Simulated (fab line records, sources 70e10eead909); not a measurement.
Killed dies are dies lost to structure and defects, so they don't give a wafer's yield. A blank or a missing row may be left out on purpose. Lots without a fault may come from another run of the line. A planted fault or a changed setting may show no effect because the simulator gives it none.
Chamber matching | flow nand_harc | NHARC_P_BONDPAD_ETCH_12 on rie_diel-04: 4 sister chambers
The step etches the open film in CHF3/O2, target depth 200 nm, time 100 s. 18 wafers are shown with their chamber, then 9 later ones without.

WAFERS WITH THEIR CHAMBER
wafer  | chamber | showerhead_plenum_p_Torr (Torr) | drypump_motor_current_A (A) | rf_vpp_V (V)
L461.1 | 2       | 2.30                            | 6.0                         | 368.1
L461.4 | 1       | 2.51                            | 5.4                         | 372.8
L461.6 | 2       | 2.31                            | 6.0                         | 369.0
L462.1 | 1       | 2.51                            | 5.5                         | 374.1
L462.2 | 3       | 2.26                            | 5.5                         | 367.1
L462.4 | 2       | 2.30                            | 6.0                         | 369.0
L463.1 | 1       | 2.51                            | 5.5                         | 371.8
L463.3 | 0       | 2.53                            | 6.3                         | 374.2
L463.5 | 2       | 2.31                            | 6.0                         | 369.5
L466.3 | 3       | 2.26                            | 5.5                         | 369.2
L466.5 | 0       | 2.52                            | 6.3                         | 372.4
L466.6 | 3       | 2.26                            | 5.5                         | 367.2
L464.3 | 0       | 2.52                            | 6.3                         | 372.6
L464.5 | 0       | 2.52                            | 6.3                         | 372.9
L464.6 | 1       | 2.51                            | 5.5                         | 374.3
L467.1 | 0       | 2.52                            | 6.3                         | 374.1
L467.3 | 2       | 2.30                            | 6.0                         | 367.8
L467.5 | 1       | 2.51                            | 5.5                         | 372.7

SIGNATURES (means of the wafers above)
reading                  | chamber 0 | chamber 1 | chamber 2 | chamber 3 | scatter within a chamber
showerhead_plenum_p_Torr | 2.5220    | 2.5100    | 2.3040    | 2.2600    | 0.00378
drypump_motor_current_A  | 6.300     | 5.480     | 6.000     | 5.500     | 0.0239
rf_vpp_V                 | 373.240   | 373.140   | 368.680   | 367.833   | 0.928
Rule: a wafer's distance from a chamber is the root of the sum, over the readings, of the square of ((its reading less the chamber's mean) divided by the reading's scatter). The wafer belongs to the nearest chamber; if the next one is less than 2 further off, it can't be placed. The scatter: the root of (the sum of the squares of (reading less its chamber's mean) over the shown wafers, divided by (wafers less chambers)).

WAFERS WITHOUT THEIR CHAMBER
wafer  | showerhead_plenum_p_Torr (Torr) | drypump_motor_current_A (A) | rf_vpp_V (V)
L468.2 | 2.51                            | 5.5                         | 373.0
L468.3 | 2.30                            | 6.0                         | 368.3
L468.5 | 2.52                            | 6.2                         | 373.2
L470.2 | 2.51                            | 5.5                         | 373.5
L470.4 | 2.52                            | 6.3                         | 373.0
L470.6 | 2.26                            | 5.5                         | 367.5
L471.2 | 2.26                            | 5.5                         | 368.9
L471.4 | 2.52                            | 6.3                         | 373.0
L471.6 | 2.26                            | 5.5                         | 366.6

WHICH CHAMBER EACH WENT THROUGH
wafer  | from the rows above | in truth
L468.2 | 1                   | 1
L468.3 | 2                   | 2
L468.5 | 0                   | 0
L470.2 | 1                   | 1
L470.4 | 0                   | 0
L470.6 | 3                   | 3
L471.2 | 3                   | 3
L471.4 | 0                   | 0
L471.6 | 3                   | 3
Placed correctly: 9 of 9. Can't be placed from these rows: 0. Placed wrongly: 0.
